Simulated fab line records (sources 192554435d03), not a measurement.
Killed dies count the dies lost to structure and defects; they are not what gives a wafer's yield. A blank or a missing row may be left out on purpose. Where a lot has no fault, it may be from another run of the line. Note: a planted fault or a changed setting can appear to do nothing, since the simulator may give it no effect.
Split-lot experiment	flow n5_finfet	39 wafers read from 7 lots, route of 1938 steps

== THE SPLIT ITSELF ==
At N5_MOL_CONTACT_COAG_SPUTTER_143 (material Co, target thk 2.5 nm), the setting target_thk_a was moved away from the recipe's 25 angstrom on 12 of the 39 wafers read, by -47.0% to +59.4%. All remaining wafers had this setting at the recipe value.

The reading comes from the split's own step.

== THE READING ==
Co_of_MOL_CONTACT_COAG_SPUTTER_143.thk_nm (the simulator's own value, which no gauge read), in nm, at N5_MOL_CONTACT_COAG_SPUTTER_143 (material Co, target thk 2.5 nm). The file does not state a usual value for it. The 27 wafers here that ran the recipe average 2.4 nm, standard deviation 0.16 nm.

wafer	tool, chamber at the split	target_thk_a as run, angstrom	against the recipe	Co_of_MOL_CONTACT_COAG_SPUTTER_143.thk_nm, nm	against lot-mates on the recipe
L076.1	pvd_sputter-02, -	25	recipe	2.4	-
L076.4	pvd_sputter-02, -	25	recipe	2.6	-
L076.5	pvd_sputter-02, -	25	recipe	2.6	-
L080.1	pvd_sputter-01, -	25	recipe	2.4	-
L080.2	pvd_sputter-01, -	25	recipe	2.2	-
L080.3	pvd_sputter-01, -	25	recipe	2.2	-
L080.4	pvd_sputter-01, -	25	recipe	2.2	-
L080.5	pvd_sputter-01, -	25	recipe	2.2	-
L080.6	pvd_sputter-01, -	25	recipe	2.2	-
L085.1	pvd_sputter-01, -	13.25	-47.0%	1.4	-1.0
L085.2	pvd_sputter-01, -	25	recipe	2.4	-
L085.4	pvd_sputter-01, -	25	recipe	2.4	-
L085.5	pvd_sputter-01, -	25	recipe	2.4	-
L085.3	pvd_sputter-01, -	13.25	-47.0%	1.2	-1.2
L085.6	pvd_sputter-01, -	13.25	-47.0%	1.2	-1.2
L089.1	pvd_sputter-02, -	39.84	+59.4%	4.2	+1.7
L089.3	pvd_sputter-02, -	39.84	+59.4%	4.2	+1.7
L089.2	pvd_sputter-02, -	25	recipe	2.6	-
L089.5	pvd_sputter-02, -	25	recipe	2.6	-
L089.4	pvd_sputter-02, -	39.84	+59.4%	4	+1.5
L089.6	pvd_sputter-02, -	25	recipe	2.4	-
L093.1	pvd_sputter-03, -	25	recipe	2.4	-
L093.2	pvd_sputter-03, -	25	recipe	2.4	-
L093.3	pvd_sputter-03, -	25	recipe	2.4	-
L093.6	pvd_sputter-03, -	25	recipe	2.4	-
L093.4	pvd_sputter-03, -	25	recipe	2.6	-
L093.5	pvd_sputter-03, -	25	recipe	2.6	-
L094.1	pvd_sputter-02, -	25	recipe	2.6	-
L094.5	pvd_sputter-02, -	25	recipe	2.6	-
L094.2	pvd_sputter-02, -	33.56	+34.2%	3.4	+0.7
L094.3	pvd_sputter-02, -	33.56	+34.2%	3.6	+0.9
L094.6	pvd_sputter-02, -	33.56	+34.2%	3.6	+0.9
L094.4	pvd_sputter-02, -	25	recipe	2.8	-
L096.1	pvd_sputter-01, -	31.51	+26.0%	3	+0.5
L096.5	pvd_sputter-01, -	31.51	+26.0%	3	+0.5
L096.2	pvd_sputter-01, -	25	recipe	2.4	-
L096.4	pvd_sputter-01, -	25	recipe	2.4	-
L096.3	pvd_sputter-01, -	31.51	+26.0%	3.2	+0.7
L096.6	pvd_sputter-01, -	25	recipe	2.6	-

THE FIT
A straight line over all 39 wafers: Co_of_MOL_CONTACT_COAG_SPUTTER_143.thk_nm changes by +0.0274 nm for each +1% of target_thk_a; r = +0.97; the points scatter about the line by 0.16 nm.
The same after taking each lot's own level away (the mean of its wafers on the recipe; 39 wafers): +0.0255 nm for each +1%; r = +0.99; scatter 0.097 nm.
Per that fit: largest target_thk_a move, reading shift of 1.5 nm.
The lots' own levels span 2.23 to 2.67 nm, that is 2.8 times the standard deviation above.
Consequently the slope shifts little with the lot-to-lot level, the two slopes agreeing.
Check: with one of the wafers moved furthest among these (+59.4%) left out of the fit, the line predicts +1.49 nm for it against its lot-mates. Against them it came out at +1.67 nm.

== ADDITIONAL SPLITS CARRIED BY THESE WAFERS ==
These wafers also went through other splits before the reading. Each is held against what the fit with the lots' levels taken away leaves over:
other split on the same wafers	wafers away from the commonest value	r with Co_of_MOL_CONTACT_COAG_SPUTTER_143.thk_nm (lot level and that fit taken away)
N5_FIN_SAQP_HM_DEP_72 time_s	18	+0.25
N5_STI_FIN_REVEAL_ETCHBACK_08 time_s	9	+0.01
N5_HKMG_FIN_DEVELOP_48 develop_time_s	18	-0.01

== THE FILE'S OWN FIT ==
Co_of_MOL_CONTACT_COAG_SPUTTER_143.thk_nm changes by +0.0255 nm for each +1% of target_thk_a, r = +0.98.
